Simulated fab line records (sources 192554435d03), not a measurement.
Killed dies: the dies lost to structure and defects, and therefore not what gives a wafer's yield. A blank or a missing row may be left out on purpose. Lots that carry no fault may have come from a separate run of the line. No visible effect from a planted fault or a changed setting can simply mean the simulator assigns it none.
Which tool did it? -- flow n5_finfet -- Sampling: 24 lots, 72 wafers, 6 of 1938 route steps

== WHAT THE GAUGES READ, wafer by wafer ==
The record holds no reading of a measuring or inspecting step that can be judged against a usual standard deviation.

== TOOL THAT RAN EACH LOT (tool first, then ch and the chambers of the sampled wafers, then the start) ==
lot,N5_BEOL_M6_DEGAS_44,N5_BEOL_M6_ALD_77,N5_BEOL_M6_CMP_52,N5_BEOL_M6_DEP_56,N5_BEOL_M7_PECVD_70,N5_BEOL_M8_ILD_DEP_00
L075,"pvd_sputter-02, day 9 02:19","ald_metal-01 ch 1,2, day 9 02:25","cmp-02 ch 0,1, day 9 05:32","pecvd-03 ch 0,2, day 9 05:52","pecvd-04 ch 0,1,2, day 9 06:37","pecvd-04 ch 0,2, day 9 12:34"
L074,"pvd_sputter-01, day 9 04:59","ald_metal-04 ch 0,1,3, day 9 05:07","cmp-04 ch 0,2,3, day 9 07:18","pecvd-03 ch 0,1,2, day 9 07:40","pecvd-02 ch 0,1,2, day 9 08:38","pecvd-04 ch 0,1,2, day 9 14:46"
L077,"pvd_sputter-02, day 9 05:00","ald_metal-01 ch 0,2,3, day 9 05:07","cmp-01 ch 0,3, day 9 07:05","pecvd-04 ch 1,2, day 9 07:24","pecvd-04 ch 0,1, day 9 08:09","pecvd-03 ch 0,1, day 9 13:32"
L076,"pvd_sputter-01, day 9 05:14","ald_metal-01 ch 1,3, day 9 05:22","cmp-01 ch 0,2, day 9 08:17","pecvd-03 ch 1,2, day 9 08:36","pecvd-01 ch 0,1,2, day 9 09:21","pecvd-03 ch 0,1, day 9 15:56"
L080,"pvd_sputter-01, day 10 05:35","ald_metal-01 ch 0,1,2, day 10 05:54","cmp-04 ch 0,1,2, day 10 07:39","pecvd-03 ch 0, day 10 07:56","pecvd-02 ch 0,1,2, day 10 08:43","pecvd-01 ch 0,1,2, day 10 17:32"
L078,"pvd_sputter-01, day 10 06:16","ald_metal-03 ch 0,1,2, day 10 06:22","cmp-01 ch 1,2,3, day 10 07:53","pecvd-04 ch 0,1,2, day 10 08:13","pecvd-01 ch 1,2, day 10 08:58","pecvd-01 ch 0,1,2, day 10 17:58"
L079,"pvd_sputter-01, day 10 06:20","ald_metal-01 ch 0,1,2, day 10 06:40","cmp-04 ch 0,2,3, day 10 07:55","pecvd-02 ch 0,1,2, day 10 08:16","pecvd-01 ch 0,1, day 10 09:08","pecvd-03 ch 0,1, day 10 17:49"
L081,"pvd_sputter-02, day 10 15:37","ald_metal-04 ch 0,1,3, day 10 15:44","cmp-01 ch 1,2,3, day 10 17:14","pecvd-04 ch 0,1,2, day 10 17:32","pecvd-01 ch 0,1, day 10 18:16","pecvd-04 ch 0,1,2, day 11 01:11"
L082,"pvd_sputter-03, day 11 01:47","ald_metal-04 ch 0,1,3, day 11 01:55","cmp-01 ch 1,2, day 11 03:16","pecvd-03 ch 0,1,2, day 11 03:38","pecvd-02 ch 0, day 11 04:24","pecvd-01 ch 0,1, day 11 11:56"
L083,"pvd_sputter-03, day 11 08:02","ald_metal-03 ch 0,3, day 11 08:08","cmp-01 ch 0,1, day 11 09:27","pecvd-04 ch 1,2, day 11 09:46","pecvd-01 ch 0,1,2, day 11 10:31","pecvd-01 ch 0,1, day 11 17:24"
L084,"pvd_sputter-03, day 11 15:38","ald_metal-01 ch 0,1,3, day 11 15:50","cmp-02 ch 0,1,3, day 11 16:58","pecvd-03 ch 0,1, day 11 17:20","pecvd-02 ch 0,1,2, day 11 18:05","pecvd-04 ch 0,1, day 12 00:21"
L086,"pvd_sputter-02, day 11 16:19","ald_metal-03 ch 0,1,2, day 11 16:26","cmp-04 ch 1,2,3, day 11 17:59","pecvd-02 ch 0,2, day 11 18:21","pecvd-02 ch 0,1,2, day 11 19:06","pecvd-03 ch 0,1, day 12 01:26"
L085,"pvd_sputter-01, day 11 23:53","ald_metal-03 ch 0,1, day 12 00:01","cmp-01 ch 2,3, day 12 01:08","pecvd-04 ch 0,1,2, day 12 01:28","pecvd-02 ch 0,2, day 12 02:13","pecvd-04 ch 0,1,2, day 12 08:26"
L087,"pvd_sputter-02, day 12 12:08","ald_metal-01 ch 1,2, day 12 12:14","cmp-02 ch 0,3, day 12 13:21","pecvd-04 ch 0,1, day 12 13:43","pecvd-04 ch 0,1,2, day 12 14:27","pecvd-03 ch 1,2, day 12 20:10"
L088,"pvd_sputter-03, day 12 17:58","ald_metal-03 ch 1,2,3, day 12 18:04","cmp-01 ch 0,2,3, day 12 19:20","pecvd-03 ch 0,1,2, day 12 19:41","pecvd-01 ch 0,1,2, day 12 20:26","pecvd-04 ch 0,2, day 13 05:36"
L090,"pvd_sputter-02, day 12 21:08","ald_metal-03 ch 0,1,3, day 12 21:15","cmp-04 ch 0,1,3, day 12 22:21","pecvd-03 ch 1,2, day 12 22:43","pecvd-04 ch 1,2, day 12 23:28","pecvd-04 ch 0,1,2, day 13 07:40"
L092,"pvd_sputter-01, day 13 03:44","ald_metal-01 ch 1,2,3, day 13 03:50","cmp-01 ch 0,1,2, day 13 04:53","pecvd-04 ch 0,1, day 13 05:14","pecvd-02 ch 1,2, day 13 05:59","pecvd-03 ch 0,1, day 13 12:50"
L089,"pvd_sputter-03, day 13 10:56","ald_metal-04 ch 0,1,2, day 13 11:02","cmp-02 ch 0,1,3, day 13 12:05","pecvd-04 ch 0,1, day 13 12:26","pecvd-01 ch 0,1, day 13 13:11","pecvd-03 ch 0,1,2, day 13 20:50"
L091,"pvd_sputter-03, day 13 12:15","ald_metal-01 ch 0,1, day 13 12:22","cmp-01 ch 1,3, day 13 13:41","pecvd-04 ch 1,2, day 13 14:02","pecvd-04 ch 0,2, day 13 14:48","pecvd-03 ch 1,2, day 13 23:11"
L093,"pvd_sputter-02, day 13 18:46","ald_metal-04 ch 0,1,3, day 13 19:05","cmp-04 ch 2,3, day 13 20:38","pecvd-04 ch 0,1,2, day 13 20:58","pecvd-04 ch 0,1,2, day 13 21:43","pecvd-04 ch 0,1,2, day 14 05:43"
L095,"pvd_sputter-01, day 14 04:02","ald_metal-03 ch 1,2, day 14 04:08","cmp-01 ch 1,3, day 14 06:17","pecvd-02 ch 0,1,2, day 14 06:39","pecvd-02 ch 0,2, day 14 07:23","pecvd-01 ch 1,2, day 14 15:39"
L094,"pvd_sputter-02, day 14 05:41","ald_metal-04 ch 1,2,3, day 14 05:47","cmp-02 ch 0,1, day 14 08:22","pecvd-03 ch 0,1, day 14 08:41","pecvd-04 ch 0,1, day 14 09:26","pecvd-04 ch 0,2, day 14 15:52"
L096,"pvd_sputter-03, day 14 13:05","ald_metal-03 ch 1,2,3, day 14 13:11","cmp-01 ch 0,1,2, day 14 14:50","pecvd-02 ch 1,2, day 14 15:05","pecvd-01 ch 1,2, day 14 15:50","pecvd-01 ch 0,1,2, day 15 00:20"
L097,"pvd_sputter-02, day 15 00:35","ald_metal-03 ch 0,1, day 15 00:41","cmp-04 ch 1,2,3, day 15 01:57","pecvd-04 ch 0,1,2, day 15 02:16","pecvd-02 ch 1,2, day 15 03:01","pecvd-01 ch 1,2, day 15 11:32"
- N5_BEOL_M6_DEGAS_44: time 60 s.
- N5_BEOL_M6_ALD_77: deposits TaN, target thk 2 nm, pulse time 2 s, purge time 3 s.
- N5_BEOL_M6_CMP_52: polishes, stops on SiCOH lowk, t overpolish 6.9 s, target thk 80 nm.
- N5_BEOL_M6_DEP_56: deposits SiCN from 3MS/NH3, target thk 10 nm, time 17.5 s.
- N5_BEOL_M7_PECVD_70: deposits SiO2 from TEOS/O2, target thk 20 nm, time 22.7 s.
- N5_BEOL_M8_ILD_DEP_00: deposits SiCOH lowk from DEMS/porogen, target thk 179.75 nm, time 33.4 s.

== WHAT THE TOOLS THEMSELVES READ (means of the sampled wafers that have a number; where no wafer has one, the mark that the record gives instead) ==
N5_BEOL_M6_DEGAS_44. Usual: heater_power_w 327 W, standard deviation 32.
lot,tool,heater_power_w (W),flag
L075,pvd_sputter-02,319,
L074,pvd_sputter-01,328,
L077,pvd_sputter-02,314,
L076,pvd_sputter-01,325,
L080,pvd_sputter-01,326,
L078,pvd_sputter-01,325,
L079,pvd_sputter-01,324,
L081,pvd_sputter-02,329,
L082,pvd_sputter-03,311,
L083,pvd_sputter-03,314,
L084,pvd_sputter-03,313,
L086,pvd_sputter-02,304,
L085,pvd_sputter-01,324,
L087,pvd_sputter-02,322,
L088,pvd_sputter-03,342,
L090,pvd_sputter-02,304,
L092,pvd_sputter-01,325,
L089,pvd_sputter-03,347,
L091,pvd_sputter-03,352,
L093,pvd_sputter-02,323,
L095,pvd_sputter-01,336,
L094,pvd_sputter-02,326,
L096,pvd_sputter-03,345,
L097,pvd_sputter-02,306,

N5_BEOL_M6_ALD_77. Usual: heater_power_w 430 W, standard deviation 51.
lot,tool,heater_power_w (W),flag
L075,ald_metal-01,368,
L074,ald_metal-04,421,
L077,ald_metal-01,410,
L076,ald_metal-01,379,
L080,ald_metal-01,403,
L078,ald_metal-03,454,
L079,ald_metal-01,405,
L081,ald_metal-04,426,
L082,ald_metal-04,425,
L083,ald_metal-03,514,
L084,ald_metal-01,401,
L086,ald_metal-03,450,
L085,ald_metal-03,495,
L087,ald_metal-01,378,
L088,ald_metal-03,431,
L090,ald_metal-03,475,
L092,ald_metal-01,379,
L089,ald_metal-04,454,
L091,ald_metal-01,425,
L093,ald_metal-04,427,
L095,ald_metal-03,423,
L094,ald_metal-04,469,
L096,ald_metal-03,426,
L097,ald_metal-03,498,

N5_BEOL_M6_CMP_52. Usual: barrier_field_endpoint_s 28.8 s, standard deviation 0.52; motor_current_A 5.8 A, standard deviation 0.59; overpolish_run_s 6.899 s, standard deviation 0.009; platen_rpm 50.001 rpm, standard deviation 0.029; slurry_filter_dp_kPa 13.51 kPa, standard deviation 0.14; time_to_endpoint_s 61.4 s, standard deviation 2.5.
lot,tool,barrier_field_endpoint_s (s),motor_current_A (A),overpolish_run_s (s),platen_rpm (rpm),slurry_filter_dp_kPa (kPa),time_to_endpoint_s (s),flag
L075,cmp-02,28.8,6.1,6.900,50.007,13.50,59.6,
L074,cmp-04,28.8,6.0,6.899,50.003,13.61,60.3,
L077,cmp-01,28.8,4.9,6.901,49.994,13.41,60.2,
L076,cmp-01,28.7,5.3,6.903,49.985,13.40,60.6,
L080,cmp-04,28.2,6.0,6.899,49.989,13.37,60.7,
L078,cmp-01,28.2,6.0,6.897,50.013,13.55,58.7,
L079,cmp-04,29.1,6.1,6.898,50.007,13.58,62.0,
L081,cmp-01,29.0,6.1,6.904,49.984,13.51,61.0,
L082,cmp-01,28.9,6.2,6.905,49.994,13.65,60.9,
L083,cmp-01,29.3,5.4,6.894,50.018,13.43,64.2,
L084,cmp-02,28.8,5.8,6.898,49.999,13.34,62.5,
L086,cmp-04,28.9,6.1,6.892,49.990,13.52,61.8,
L085,cmp-01,29.1,5.6,6.893,50.021,13.39,62.6,
L087,cmp-02,28.5,5.9,6.910,50.009,13.52,61.3,
L088,cmp-01,28.6,5.5,6.908,50.003,13.48,61.1,
L090,cmp-04,28.9,6.3,6.912,50.015,13.37,65.4,
L092,cmp-01,28.8,5.7,6.908,49.987,13.39,58.6,
L089,cmp-02,28.9,5.8,6.892,49.961,13.53,65.2,
L091,cmp-01,28.8,5.6,6.895,50.021,13.54,61.1,
L093,cmp-04,29.0,6.3,6.904,50.014,13.57,60.9,
L095,cmp-01,28.5,5.6,6.892,49.997,13.43,59.7,
L094,cmp-02,28.8,6.2,6.906,50.005,13.53,60.3,
L096,cmp-01,28.2,5.7,6.905,50.015,13.55,59.7,
L097,cmp-04,29.2,6.2,6.906,49.992,13.53,61.8,

N5_BEOL_M6_DEP_56. Usual: showerhead_plenum_p_Torr 3.669 Torr, standard deviation 0.0096; throttle_valve_pct 9.0 %, standard deviation 0.55.
lot,tool,showerhead_plenum_p_Torr (Torr),throttle_valve_pct (%),flag
L075,pecvd-03,3.684,8.9,
L074,pecvd-03,3.677,9.1,
L077,pecvd-04,3.662,8.5,
L076,pecvd-03,3.683,9.2,
L080,pecvd-03,3.670,9.4,
L078,pecvd-04,3.662,8.8,
L079,pecvd-02,3.671,8.9,
L081,pecvd-04,3.654,8.9,
L082,pecvd-03,3.678,9.0,
L083,pecvd-04,3.660,8.7,
L084,pecvd-03,3.670,9.3,
L086,pecvd-02,3.672,8.9,
L085,pecvd-04,3.664,9.0,
L087,pecvd-04,3.662,9.0,
L088,pecvd-03,3.676,9.1,
L090,pecvd-03,3.678,9.0,
L092,pecvd-04,3.659,8.8,
L089,pecvd-04,3.664,9.0,
L091,pecvd-04,3.658,8.6,
L093,pecvd-04,3.665,8.9,
L095,pecvd-02,3.662,8.8,
L094,pecvd-03,3.677,9.5,
L096,pecvd-02,3.673,9.0,
L097,pecvd-04,3.662,9.0,

N5_BEOL_M7_PECVD_70. Usual: heater_power_w 729 W, standard deviation 82; showerhead_plenum_p_Torr 8.76 Torr, standard deviation 0.061; throttle_valve_pct 22.2 %, standard deviation 1.2.
lot,tool,heater_power_w (W),showerhead_plenum_p_Torr (Torr),throttle_valve_pct (%),flag
L075,pecvd-04,739,8.77,22.1,
L074,pecvd-02,684,8.80,22.0,
L077,pecvd-04,747,8.75,21.8,
L076,pecvd-01,681,8.70,22.1,
L080,pecvd-02,764,8.82,21.9,
L078,pecvd-01,723,8.73,22.2,
L079,pecvd-01,725,8.66,22.5,
L081,pecvd-01,726,8.67,22.5,
L082,pecvd-02,691,8.81,23.3,
L083,pecvd-01,728,8.68,22.0,
L084,pecvd-02,738,8.81,21.9,
L086,pecvd-02,706,8.81,22.0,
L085,pecvd-02,682,8.77,20.9,
L087,pecvd-04,775,8.78,22.0,
L088,pecvd-01,725,8.70,22.1,
L090,pecvd-04,760,8.77,21.6,
L092,pecvd-02,785,8.81,22.0,
L089,pecvd-01,719,8.69,22.4,
L091,pecvd-04,780,8.78,22.6,
L093,pecvd-04,703,8.76,22.2,
L095,pecvd-02,696,8.79,21.2,
L094,pecvd-04,758,8.74,21.9,
L096,pecvd-01,616,8.73,22.1,
L097,pecvd-02,762,8.81,22.1,

N5_BEOL_M8_ILD_DEP_00. Usual: heater_power_w 300 W, standard deviation 49; showerhead_plenum_p_Torr 5.736 Torr, standard deviation 0.016; throttle_valve_pct 13.8 %, standard deviation 0.67.
lot,tool,heater_power_w (W),showerhead_plenum_p_Torr (Torr),throttle_valve_pct (%),flag
L075,pecvd-04,304,5.739,14.4,
L074,pecvd-04,331,5.735,13.6,
L077,pecvd-03,222,5.755,14.4,
L076,pecvd-03,272,5.751,14.4,
L080,pecvd-01,281,5.717,13.8,
L078,pecvd-01,314,5.723,13.7,
L079,pecvd-03,239,5.756,14.3,
L081,pecvd-04,349,5.730,13.7,
L082,pecvd-01,334,5.715,13.9,
L083,pecvd-01,314,5.719,13.9,
L084,pecvd-04,306,5.724,14.1,
L086,pecvd-03,246,5.752,14.2,
L085,pecvd-04,308,5.741,13.7,
L087,pecvd-03,251,5.746,13.7,
L088,pecvd-04,353,5.735,13.9,
L090,pecvd-04,345,5.740,13.8,
L092,pecvd-03,263,5.749,14.3,
L089,pecvd-03,261,5.745,13.8,
L091,pecvd-03,271,5.753,13.2,
L093,pecvd-04,348,5.738,13.8,
L095,pecvd-01,256,5.731,13.6,
L094,pecvd-04,325,5.733,13.9,
L096,pecvd-01,297,5.723,13.7,
L097,pecvd-01,256,5.724,13.5,

== THE ANSWER, worked out from the rows above alone ==
Rule: a lot counts as off when the mean over its wafers that have a number is more than 3 standard deviations away from the usual mean. Also off: a lot with no number at a reading for which 4 or more lots have one. Where the step has rows for the other lots, those lots are counted as sound. After the gauges, taken in route order, come the tools' own readings; for these a lot's mean is taken, as printed above. At the first step where some lot is off, the reading lying furthest off is the one used; lots without a number count as furthest.
None of the lots is off at any reading shown; this tells nothing.

== WHAT THE SIMULATOR HAD INSERTED ==
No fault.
